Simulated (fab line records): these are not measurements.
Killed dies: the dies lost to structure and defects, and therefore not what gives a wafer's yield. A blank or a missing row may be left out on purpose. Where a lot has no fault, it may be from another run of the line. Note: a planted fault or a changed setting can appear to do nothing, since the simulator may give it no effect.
Chamber matching / flow nandHarc / NHARC_HYBRID_BOND_ACTIVATE_00 on rieDiel-05: 4 sister chambers
The step chemistry N2, time 60 s. 4 wafers are shown with their chamber, then 12 later ones without.

EACH WAFER AND ITS CHAMBER
wafer=L087.5; chamber=2; drypumpMotorCurrentA (A)=5.0
wafer=L085.1; chamber=1; drypumpMotorCurrentA (A)=6.6
wafer=L085.5; chamber=0; drypumpMotorCurrentA (A)=6.2
wafer=L085.6; chamber=3; drypumpMotorCurrentA (A)=5.7

WAFERS MISSING THEIR CHAMBER
wafer=L089.1; drypumpMotorCurrentA (A)=5.6
wafer=L089.2; drypumpMotorCurrentA (A)=5.0
wafer=L089.5; drypumpMotorCurrentA (A)=6.6
wafer=L088.1; drypumpMotorCurrentA (A)=5.7
wafer=L088.2; drypumpMotorCurrentA (A)=5.0
wafer=L088.4; drypumpMotorCurrentA (A)=6.6
wafer=L095.1; drypumpMotorCurrentA (A)=6.2
wafer=L095.2; drypumpMotorCurrentA (A)=6.6
wafer=L095.3; drypumpMotorCurrentA (A)=5.7
wafer=L097.1; drypumpMotorCurrentA (A)=6.6
wafer=L097.3; drypumpMotorCurrentA (A)=6.2
wafer=L097.5; drypumpMotorCurrentA (A)=6.2

WHICH CHAMBER EACH ONE RAN IN
wafer=L089.1; from the rows above=3; in truth=3
wafer=L089.2; from the rows above=2; in truth=2
wafer=L089.5; from the rows above=1; in truth=1
wafer=L088.1; from the rows above=3; in truth=3
wafer=L088.2; from the rows above=2; in truth=2
wafer=L088.4; from the rows above=1; in truth=1
wafer=L095.1; from the rows above=0; in truth=0
wafer=L095.2; from the rows above=1; in truth=1
wafer=L095.3; from the rows above=3; in truth=3
wafer=L097.1; from the rows above=1; in truth=1
wafer=L097.3; from the rows above=0; in truth=0
wafer=L097.5; from the rows above=0; in truth=0
Correctly placed: 12 of 12. Can't be placed from these rows: 0. Placed wrongly: 0.
How it was worked out, from the rows above alone: a wafer's distance from a chamber is the root of the sum, over the readings, of the square of ((its reading less the chamber's mean) divided by the reading's scatter). If the next closest chamber is less than 2 further off than the closest, the wafer can't be placed; otherwise it belongs to the closest. A chamber's mean is the mean of its shown wafers. The scatter: with one shown wafer a chamber, the root of the mean of the squares of how far each hidden wafer lies from its nearest shown one.
